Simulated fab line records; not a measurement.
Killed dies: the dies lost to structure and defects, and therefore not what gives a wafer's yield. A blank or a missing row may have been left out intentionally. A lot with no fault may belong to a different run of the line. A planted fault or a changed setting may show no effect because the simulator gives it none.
fab line records | flow nand-harc
record: lots: 6 wafers: 18 last-day: 32
route steps=1302 shown A_BONDPAD@1217 HYBRID_BOND@1237 THIN_TSV@1244 END@1302
lots that met no fault: taken from a fault-free run of the same line
start-h: hours from the record's opening day to when the first of the lot's shown wafers began | wait-h: hours from the lot's prior step to this one | " identical to the entry in the row above | L1.1+2: a single row standing in for several wafers | - either no value or no given start | * or withheld: withheld | < > ~ a bound
route shown NAME@n: NAME is a module with steps in the file, n the number in the route of the first one | usual: average and standard deviation across the fault-free wafers | same: alike in all rows | chamber/n: place in a boat | sites: per-site readings | _std_site: standard deviation across them | _edge_site: the outer-site mean with the inner-site mean subtracted | radius-mm: for every site, how far away it sits from the centre of the wafer | mask NAME#n: copy n | behind: tool/chamber where the wafer was last shaped | hold: reason for holding the lot/hours on hold/outcome of the hold | device: whichever transistor did not switch (one of n, p or np) | end of line: the tests these same wafers got at the end of their route | a step without rows: its recipe alone | killed: at the first sort, the dies lost to defects and structure; wafer yield is something else | map: per-die view of a wafer (x killed, . not killed, _ where there is no die)
set.NAME: the setting the step ran with; set.NAME@STEP: the setting that earlier step ran with | model.NAME: the simulator's own value behind a step, which no gauge read
a table for each step, a row for each wafer; lots at some steps of the route
services: a tool's chamber out of use, with start hour (start-h, from the record's first day; less than 0 if before it), hours out, and reason
== steps ==
step: NHARC_A_BONDPAD_HARDBAKE_10
recipe: temp-c: 118 time-s: 65
step: NHARC_A_BONDPAD_DESCUM_11
recipe: time-s: 3 o2-flow-sccm: 200 ar-flow-sccm: 0 bias-power-w: 0 chemistry: O2
step: NHARC_A_BONDPAD_ETCH_34
recipe: target-depth-a: 600 overetch-a: 180 time-s: 65.91 ion-energy-ev: 200 n2-flow-sccm: 150 h2-flow-sccm: 150 ar-flow-sccm: 0 rf-w: 400 bias-w: 150 chemistry: N2/H2
step: NHARC_A_BONDPAD_ETCH_12
recipe: target-depth-a: 2200 time-s: 110 chf3-flow-sccm: 50 o2-flow-sccm: 10 ar-flow-sccm: 200 rf-w: 500 bias-w: 200 chemistry: CHF3/O2
step: NHARC_A_BONDPAD_CD_MEAS_13
usual: cd-nm: 498.8/2.1
columns lot.wafer tool chamber start-h wait-h cd-nm
L353.1 cd-sem-02 - 543.80 - 500.0
L353.4 " - " " 500.3
L353.6 " - " " 499.3
L359.1 cd-sem-01 - 605.49 - 494.5
L359.3 " - " " 496.5
L359.5 " - " " 496.4
L358.1 cd-sem-01 - 606.09 - 498.2
L358.2 " - " " 499.5
L358.6 " - " " 499.1
L368.2 cd-sem-03 - 688.61 - 498.7
L368.4 " - " " 496.6
L368.5 " - " " 498.8
L369.1 cd-sem-01 - 718.76 - 497.9
L369.2 " - " " 496.9
L369.6 " - " " 499.2
L370.3 cd-sem-02 - 724.10 - 497.7
L370.4 " - " " 500.6
L370.6 " - " " 498.3
step: NHARC_A_BONDPAD_STRIP_15
recipe: o2-flow-sccm: 500 ar-flow-sccm: 0 bias-w: 0 chemistry: O2
usual: drypump-motor-current-A: 5.7/0.5 oes-product-au: 0.999/0.012 rf-vpp-V: 57.8/0.94 showerhead-plenum-p-Torr: 3.57/0.12 throttle-valve-pct: 17.036/0.0095
columns lot.wafer tool chamber start-h wait-h drypump-motor-current-A oes-product-au rf-hours-counter-h rf-vpp-V showerhead-plenum-p-Torr throttle-valve-pct
L353.1 rie-diel-04 1 543.90 0.1 5.9 1.018 0 57.7 3.47 17.031
L353.4 " 0 " " 6.2 1.006 - 58.5 3.78 17.030
L353.6 " 1 " " 5.9 1.009 - 56.3 3.47 17.031
L359.1 rie-diel-04 2 605.57 0.1 5.6 1.006 12 56.3 3.29 17.031
L359.3 " 1 " " 5.9 1.024 20 56.4 3.45 17.035
L359.5 " 2 " " 5.6 1.010 - 56.9 3.29 17.046
L358.1 rie-diel-02 0 606.16 0.1 5.0 1.022 1 57.7 3.42 17.026
L358.2 " 2 " " 5.3 1.015 0 58.4 3.75 17.047
L358.6 " 0 " " 5.0 1.011 - 57.0 3.42 17.020
L368.4 rie-diel-13 1 688.70 0.1 6.1 1.003 24 58.6 3.50 17.040
L368.2 " 3 " " 5.3 1.007 27 58.3 3.67 17.031
L368.5 " 0 " " 6.2 1.015 - 57.5 3.55 17.024
L369.2 rie-diel-13 0 718.83 0.1 6.1 1.009 1 57.4 3.55 17.034
L369.1 " 2 " " 4.8 0.993 1 57.6 3.42 17.027
L369.6 " 0 " " 6.1 1.013 - 57.7 3.55 17.030
L370.3 rie-diel-02 3 724.18 0.1 6.2 0.995 4 57.1 3.61 17.015
L370.4 " 0 " " 5.0 1.025 4 57.5 3.41 17.037
L370.6 " 2 " " 5.3 1.017 - 59.1 3.75 17.049
step: NHARC_A_BONDPAD_ETCH_24
recipe: target-depth-a: 300 over-etch-frac: 0.3 time-s: 72.99 ion-energy-ev: 150 cf4-flow-sccm: 50 n2-flow-sccm: 100 ar-flow-sccm: 150 rf-w: 300 bias-w: 100 chemistry: CF4/N2
step: NHARC_A_BONDPAD_STRIP_16
recipe: time-s: 600 temp-c: 30 chemistry: post-etch-residue-remover
step: NHARC_A_BONDPAD_DEGAS_25
recipe: temp-c: 300 time-s: 60
step: NHARC_A_BONDPAD_PRE_CLEAN_26
recipe: time-s: 30 temp-c: 280 gas: H2/He
usual: heater-power-w: 395/54
columns lot.wafer tool chamber start-h wait-h heater-power-w
L353.1 pvd-sputter-03 - - - 448
L353.4 " - " " 371
L353.6 " - " " 477
L359.3 pvd-sputter-02 - - - 401
L359.1 " - " " 392
L359.5 " - " " 388
L358.1 pvd-sputter-03 - - - 478
L358.2 " - " " 367
L358.6 " - " " 350
L368.4 pvd-sputter-01 - - - 344
L368.2 " - " " 412
L368.5 " - " " 354
L369.2 pvd-sputter-03 - - - 359
L369.1 " - " " 365
L369.6 " - " " 460
L370.3 pvd-sputter-03 - - - 466
L370.4 " - " " 354
L370.6 " - " " 468
step: NHARC_A_BONDPAD_PVD_17
recipe: target-thk-a: 50 bias-v: 168.6 power-w: 15000 chamber-pressure-pa: 0.12 time-s: 8.06 substrate-temp-c: 50 material: TaN
usual: throttle-valve-pct: 30.4/0.77
columns lot.wafer tool chamber start-h wait-h throttle-valve-pct
L353.4 pvd-sputter-03 - - - 29.2
L353.1 " - " " 31.4
L353.6 " - " " 31.5
L359.1 pvd-sputter-02 - - - 30.5
L359.3 " - " " 31.1
L359.5 " - " " 30.2
L358.2 pvd-sputter-03 - - - 31.4
L358.1 " - " " 30.0
L358.6 " - " " 29.1
L368.2 pvd-sputter-01 - - - 29.2
L368.4 " - " " 30.9
L368.5 " - " " 31.3
L369.1 pvd-sputter-03 - - - 29.9
L369.2 " - " " 30.1
L369.6 " - " " 29.7
L370.3 pvd-sputter-03 - - - 29.9
L370.4 " - " " 31.6
L370.6 " - " " 29.8
step: NHARC_A_BONDPAD_PVD_27
recipe: target-thk-a: 300 chamber-pressure-pa: 5 power-w: 5000 substrate-temp-c: 30 time-s: 20.49 material: Cu
usual: throttle-valve-pct: 30.4/0.71
columns lot.wafer tool chamber start-h wait-h throttle-valve-pct
L353.1 pvd-sputter-03 - - - 30.7
L353.4 " - " " 30.0
L353.6 " - " " 30.6
L359.3 pvd-sputter-02 - - - 30.4
L359.1 " - " " 30.6
L359.5 " - " " 30.3
L358.2 pvd-sputter-03 - - - 30.6
L358.1 " - " " 30.0
L358.6 " - " " 29.4
L368.4 pvd-sputter-01 - - - 31.1
L368.2 " - " " 29.2
L368.5 " - " " 31.1
L369.2 pvd-sputter-03 - - - 29.8
L369.1 " - " " 29.9
L369.6 " - " " 31.3
L370.3 pvd-sputter-03 - - - 29.8
L370.4 " - " " 29.7
L370.6 " - " " 29.8
step: NHARC_A_BONDPAD_ECD_18
recipe: target-thk-a: 4000 bath-temp-c: 25 material: Cu
columns lot.wafer tool chamber start-h wait-h
L353.1+4+6 ecd-cu-02 0,1,0 544.89 -
L359.1+3+5 ecd-cu-01 0,1,1 606.48 -
L358.2+1+6 ecd-cu-01 1,0,1 607.07 -
L368.2+4+5 ecd-cu-02 1 689.60 -
L369.2+1+6 ecd-cu-01 0,1,0 719.75 -
L370.3+4+6 ecd-cu-01 1,0,1 725.19 -
step: NHARC_A_BONDPAD_ANNEAL_28
recipe: temp-c: 225 time-s: 90
step: NHARC_A_BONDPAD_CMP_19
recipe: t-overpolish-s: 30 cu-recess-touch-s: 16 target-thk-nm: 169.82
step: NHARC_A_BONDPAD_THK_MEAS_20
recipe: thk-meas-gauge: xrf
usual: thk-nm: 169.8/1.5
columns lot.wafer tool chamber start-h wait-h thk-nm
L353.1 film-metro-02 - 545.89 - 166.5
L353.4 " - " " 166.6
L353.6 " - " " 167.1
L359.1 film-metro-02 - 607.54 - 168.2
L359.3 " - " " 171.9
L359.5 " - " " 170.0
L358.1 film-metro-02 - 608.19 - 170.3
L358.2 " - " " 166.4
L358.6 " - " " 169.1
L368.2 film-metro-01 - 690.64 - 168.7
L368.4 " - " " 169.0
L368.5 " - " " 171.9
L369.1 film-metro-01 - 720.81 - 170.1
L369.2 " - " " 170.2
L369.6 " - " " 169.4
L370.3 film-metro-02 - 726.13 - 170.1
L370.4 " - " " 171.6
L370.6 " - " " 171.9
step: NHARC_A_BONDPAD_SRD_21
recipe: time-s: 30 temp-c: 23 dry-time-s: 20 spin-rpm: 1500
step: NHARC_HYBRID_BOND_ACTIVATE_00
recipe: time-s: 60 n2-flow-sccm: 200 ar-flow-sccm: 0 bias-power-w: 0 chemistry: N2
step: NHARC_HYBRID_BOND_PRECLEAN_01
recipe: time-s: 300 temp-c: 23 chemistry: DIW
step: NHARC_HYBRID_BOND_SRD_02
recipe: time-s: 30 temp-c: 23 dry-time-s: 20 spin-rpm: 1500
step: NHARC_HYBRID_BOND_BOND_03
recipe: temp-c: 25
step: NHARC_HYBRID_BOND_ANNEAL_04
recipe: temp-c: 300 time-s: 7200 ramp-up-c-per-min: 5 ramp-down-c-per-min: 3 idle-temp-c: 100 pressure-atm: 1
step: NHARC_HYBRID_BOND_OVL_MEAS_05
usual: overlay-x-nm: 0/31 overlay-y-nm: 2/33
columns lot.wafer tool chamber start-h wait-h overlay-x-nm overlay-y-nm
L353.1 overlay-02 - 559.67 0.4 -3 15
L353.4 " - " " 58 -24
L353.6 " - " " 24 21
L359.1 overlay-02 - 617.19 0.4 -9 50
L359.3 " - " " -18 -30
L359.5 " - " " 3 -1
L358.1 overlay-01 - 617.19 0.4 -43 -2
L358.2 " - " " -18 4
L358.6 " - " " -11 2
L368.2 overlay-02 - 702.45 0.4 55 -36
L368.4 " - " " -6 -20
L368.5 " - " " -43 -26
L369.1 overlay-01 - 731.15 0.4 -59 -81
L369.2 " - " " -16 51
L369.6 " - " " 18 68
L370.3 overlay-02 - 736.91 0.4 -1 -53
L370.4 " - " " -35 61
L370.6 " - " " -10 38
step: NHARC_THIN_TSV_GRIND_00
recipe: target-thk-um: 6
step: NHARC_THIN_TSV_CMP_01
recipe: target-thk-um: 3
usual: motor-current-A: 11.7/1.6 pad-life-wafers: 206/98
columns lot.wafer tool chamber start-h wait-h motor-current-A pad-life-wafers
L353.4 cmp-02 2 562.31 0.4 13.9 115
L353.1 " 0 " " 10.5 117
L353.6 " 1 " " 10.3 -
L359.1 cmp-03 3 618.65 1.0 11.1 264
L359.3 " 1 " " 10.8 266
L359.5 " 3 " " 11.0 -
L358.1 cmp-04 1 619.88 1.1 11.1 37
L358.2 " 2 " " 9.7 38
L358.6 " 0 " " 10.5 -
L368.4 cmp-02 2 705.09 0.4 13.8 270
L368.2 " 1 " " 9.8 273
L368.5 " 2 " " 14.0 -
L369.2 cmp-04 0 732.58 0.8 11.1 132
L369.1 " 1 " " 11.4 133
L369.6 " 0 " " 10.9 -
L370.3 cmp-04 1 745.24 0.6 10.8 174
L370.4 " 0 " " 10.8 177
L370.6 " 1 " " 10.9 -
step: NHARC_THIN_TSV_THK_MEAS_02
recipe: thk-meas-gauge: ir
usual: thk-nm: 3031/230
columns lot.wafer tool chamber start-h wait-h thk-nm
L353.1 film-metro-02 - 562.55 - 3155
L353.4 " - " " 2967
L353.6 " - " " 2903
L359.1 film-metro-01 - 618.91 - 3471
L359.3 " - " " 3246
L359.5 " - " " 2998
L358.1 film-metro-01 - 620.12 - 3247
L358.2 " - " " 2980
L358.6 " - " " 3266
L368.2 film-metro-02 - 705.35 - 3186
L368.4 " - " " 3276
L368.5 " - " " 3095
L369.1 film-metro-01 - 732.84 - 2872
L369.2 " - " " 3393
L369.6 " - " " 3140
L370.3 film-metro-01 - 745.51 0.2 2986
L370.4 " - " " 3101
L370.6 " - " " 3111
step: NHARC_THIN_TSV_SRD_03
step: NHARC_THIN_TSV_PRECLEAN_41
recipe: time-s: * temp-c: 50 bath-age-min: 0 chemistry: SC1
step: NHARC_THIN_TSV_SRD_42
step: NHARC_THIN_TSV_DEP_43
recipe: target-thk-a: 13285 temp-c: withheld pressure-torr: 6.5 rf-w: 900 teos-flow-sccm: 161.4 flow-sccm: 2650 target-thk-nm: 1328.5 gas: O2 material: SiO2
step: NHARC_THIN_TSV_DEHYDRATE_04
recipe: temp-c: 150 time-s: 120
step: NHARC_THIN_TSV_HMDS_05
recipe: time-s: 30
step: NHARC_THIN_TSV_COAT_06
recipe: spin-rpm: *
step: NHARC_THIN_TSV_SOFTBAKE_07
recipe: temp-c: 122 time-s: 95
step: NHARC_THIN_TSV_EBR_08
step: NHARC_THIN_TSV_EXPOSE_09
recipe: na: 0.55 dose-mj: 30.7 mask-id: TSV
step: NHARC_THIN_TSV_PEB_10
recipe: peb-temp-c: 118 peb-time-s: 85
step: NHARC_THIN_TSV_DEVELOP_11
recipe: time-s: 70
step: NHARC_END_SORT_01
recipe: temp-c: 25
usual: defect-limited-yield: 90.9/2.7 killed-at-array: 57/19 killed-at-other: 0.9/1.1 killed-at-periphery: 4.0/2.6 killed-dies: 62/19 killed-open: 3.3/1.8 killed-short: 2.4/1.7
same: gross-dies: 677
columns lot.wafer tool chamber start-h wait-h defect-limited-yield[%] killed-at-array killed-at-other killed-at-periphery killed-dies killed-open killed-short
L358.1 prober-01 0 635.19 2.5 15.2 573 0 1 574 1 1
L358.2 prober-01 0 635.99 2.8 16.4 566 0 0 566 1 1
L358.6 prober-01 0 639.19 4.0 16.7 562 0 2 564 2 1
L359.1 prober-02 0 635.22 2.5 15.4 567 1 5 573 3 3
L359.3 prober-02 0 636.83 3.1 16.0 567 0 2 569 0 1
L359.5 prober-02 0 638.44 3.7 14.3 579 0 1 580 1 1
killed by level:class
L358.1 A_BONDPAD:unspecified=537 A_CHANNEL_HOLE_D2:chamber-film-flake=21 A_CHANNEL_HOLE_D1:chamber-film-flake=10 A_BLC:chamber-film-flake=2 P_M1:geometric-particle:short=1 A_CHANNEL_HOLE_D1:geometric-particle:open=1 A_CHANNEL_FILL_D1:chamber-film-flake=1 A_WL_FILL:chamber-film-flake=1
L359.1 A_BONDPAD:unspecified=527 A_CHANNEL_HOLE_D1:chamber-film-flake=16 A_SLIT:chamber-film-flake=13 A_CHANNEL_HOLE_D2:chamber-film-flake=6 P_M0:geometric-particle:open=2 A_WL_FILL:geometric-particle:short=2 P_M2:chamber-film-flake=2 A_CHANNEL_HOLE_D2:geometric-particle:open=1
L358.2 A_BONDPAD:unspecified=549 A_CHANNEL_HOLE_D2:chamber-film-flake=8 A_CHANNEL_HOLE_D1:chamber-film-flake=3 A_CONTACT:chamber-film-flake=2 A_CHANNEL_HOLE_D1:geometric-particle:short=1 A_M1:geometric-particle:open=1 A_DECK1_JOINT:chamber-film-flake=1 A_STAIRCASE:chamber-film-flake=1
L359.3 A_BONDPAD:unspecified=529 A_CHANNEL_HOLE_D1:chamber-film-flake=16 A_CHANNEL_HOLE_D2:chamber-film-flake=9 A_SLIT:chamber-film-flake=8 P_ZERO_WELL:chamber-film-flake=2 A_CONTACT:chamber-film-flake=2 A_ONON_D1:geometric-particle:short=1 A_ZERO_WELL:chamber-film-flake=1
L359.5 A_BONDPAD:unspecified=539 A_CHANNEL_HOLE_D1:chamber-film-flake=23 A_SLIT:chamber-film-flake=9 A_CHANNEL_HOLE_D2:chamber-film-flake=2 A_CONTACT:chamber-film-flake=2 A_CHANNEL_FILL_D1:geometric-particle:short=1 A_STAIRCASE:geometric-particle:open=1 P_ZERO_WELL:chamber-film-flake=1
L358.6 A_BONDPAD:unspecified=536 A_CHANNEL_HOLE_D2:chamber-film-flake=16 P_GATE:chamber-film-flake=2 A_CHANNEL_HOLE_D1:chamber-film-flake=2 A_DECK1_JOINT:geometric-particle:open=1 A_DECK1_JOINT:chamber-film-flake=1 A_SGD_CUT:geometric-particle:short=1 A_WL_FILL:geometric-particle:open=1
map L358.1 (x killed, . not)
____________x____________
_________xxxxxxx_________
_______.x.xxxx.xxx_______
______xxxx.xxxxx..x______
_____xxxxxxxx.xxxxx._____
____xxxx.xxxxxxxxxxxx____
____xxxxxx.xxx.xxxxxx____
___xxxxxx.x.xxxxxxx.xx___
___xxxxxxxxxxxxxxxxx.x___
__xxx.xxxxxxxxxxxx.xxxx__
__xxx.xx.xxxxxxxx.xxx.x__
_x.xxx.xxxxxx.xxxxxxx.x._
_xx.xxxxxxxxx...xx.xxx.x_
_xxxxxxxxxxxx.xx.xxx.xxx_
_xxxxxxxxxxxxxxxxxxx.xxx_
_xxxxxxxxxxxxx.xxx.xxxxx_
..xxxxxxxxxxxxxx.xxxxxxxx
xxxxxxxx.xxx.xxxxxxxxxxxx
.xxxxxxxxx.xxxx.xx.xxx.xx
xx.xx.xxxxxxxxxx.xxxxxxxx
.x.xxxxxxxxxxxxxxx..xxxxx
_xx.xxxxxxxxxxx.xxxxxxxx_
_xxx..xx..xxxxxxxxxxx.xx_
_..xxxxxxxxx..xxxx.xxxxx_
_xxxxxxxx..xxxxxxxxxxxxx_
_xxxxxxxxx..xxxxxxxxxx.x_
__.xxx.x..x.xxxxxxxxxxx__
__x.xx.xx.xxxx.xxx.x.xx__
___xxxxxxxxxxxxxxxx.xx___
___..x.xxxxxxxxxx.xxx.___
____xxxx.xx.xxxxxxxxx____
____xxxxx.xxxxxxxxxxx____
_____xxxxx....xx.xxx_____
______xxxxx..xxxx.x______
_______xxxxxxxx.xx_______
_________xxxx.xx_________
____________.____________
map L359.5 (x killed, . not)
____________x____________
_________xxxxxxx_________
_______xxxxxxxx.xx_______
______x.xxxxxxxxxx.______
_____x.xxxxxxxxxxx.x_____
____x.xxxx.xxxxxxxxxx____
____x..xx.xxxxxxxxx.x____
___.xxxxx..xxxxxxxxxxx___
___xx.xxxx.xx.x.xx.xxx___
__xxxxx.xxxxx.xxxx.xxxx__
__xxxxxxxxxxxxxxxxxxxxx__
_xxxxxxxxxxxxxxxxxxxx..x_
_x.xxx.xxxx.xxxxxxx.xx.._
_xx.xxxxxx.xxxx.x.xxxxxx_
_xxxxxxxxxxxxxxxxx.xxxxx_
_.x.xxx.xxxxxxxxxxxxxxx._
xxxxxxx.xxxxxxxxxxx.xxxxx
xxxxxxx..xxx..xxxxxxxxxxx
xxx.x.xx.xxxx.xxx.xxxx..x
xxxxxxxx.x.xxxxxxxx.xxx.x
xxxxxxxx..xxxx.xxxxxxx.xx
_xxxxxxxxxxxxxxxx.xxxxxx_
_xxxxxx.xxxx.xxxxxx.xxxx_
_.xxxxxxxxxxxxxxxxxxxx.._
_xxxxxxxxx.xxxxxxxxxxxx._
_xxx.xxxxxxx.xxxxxxxxxx._
__.xxxxxxxx.xxxxx.xxxxx__
__xxxxxxxxxxxx..xxxxxxx__
___xxxx.x..xxxxxxxxxxx___
___xxxxxxx.xxxxxxxxxxx___
____...xxx.xxxxxxxxxx____
____xxxxxxxxxxx.xxxxx____
_____x.xx...xxxxxxxx_____
______.xxxx..xxxxxx______
_______xxx.xxxxxxx_______
_________..x.xxx_________
____________x____________
== services ==
columns tool chamber start-h hours kind
pvd-sputter-03 - 526.00 10.0 pm
cmp-02 - 528.09 4.0 pm
rie-diel-13 0 533.95 6.5 repair
rie-diel-04 - 534.44 9.0 pm
rie-diel-02 2 548.53 1.3 repair
ecd-cu-01 - 550.53 15.3 repair
cmp-02 - 550.62 2.5 repair
rie-diel-13 1 565.20 13.9 repair
rie-diel-02 - 570.70 9.0 pm
ecd-cu-02 - 575.22 2.5 repair
rie-diel-04 1 581.89 3.3 repair
pvd-sputter-01 - 590.51 10.0 pm
cmp-02 - 593.44 0.8 repair
ecd-cu-02 - 596.00 8.0 pm
rie-diel-02 1 596.12 7.3 repair
cmp-04 - 601.26 4.0 pm
cmp-04 - 622.82 1.0 repair
pvd-sputter-02 - 638.00 10.0 pm
ecd-cu-01 - 666.52 1.1 repair
pvd-sputter-02 - 686.22 13.7 repair
ecd-cu-01 - 688.00 8.0 pm
cmp-04 - 699.33 4.0 pm
pvd-sputter-03 - 704.00 10.0 pm
pvd-sputter-02 - 727.93 2.2 repair
== key ==
first-sign: step: NHARC_END_SORT_01 reading: defect-limited-yield direction: down sigmas: 27 usual: 90.9 struck: 15.7
effect: step: NHARC_END_SORT_01 reading: killed-dies direction: up sigmas: 27 usual: 62 struck: 571
more-kills-born-at: NHARC_A_BONDPAD_ECD_18@ecd-cu-01: 3217
met-at NHARC_A_BONDPAD_ECD_18
struck-wafers L358.1,L358.2,L358.6,L359.1,L359.3,L359.5
fault: kind: chamber-particle-source tool: ecd-cu-01 chamber: - onset-h: 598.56 steps: NHARC_A_BONDPAD_ECD_18 rate-per-visit-cm2: 1.8972 end-h: 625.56
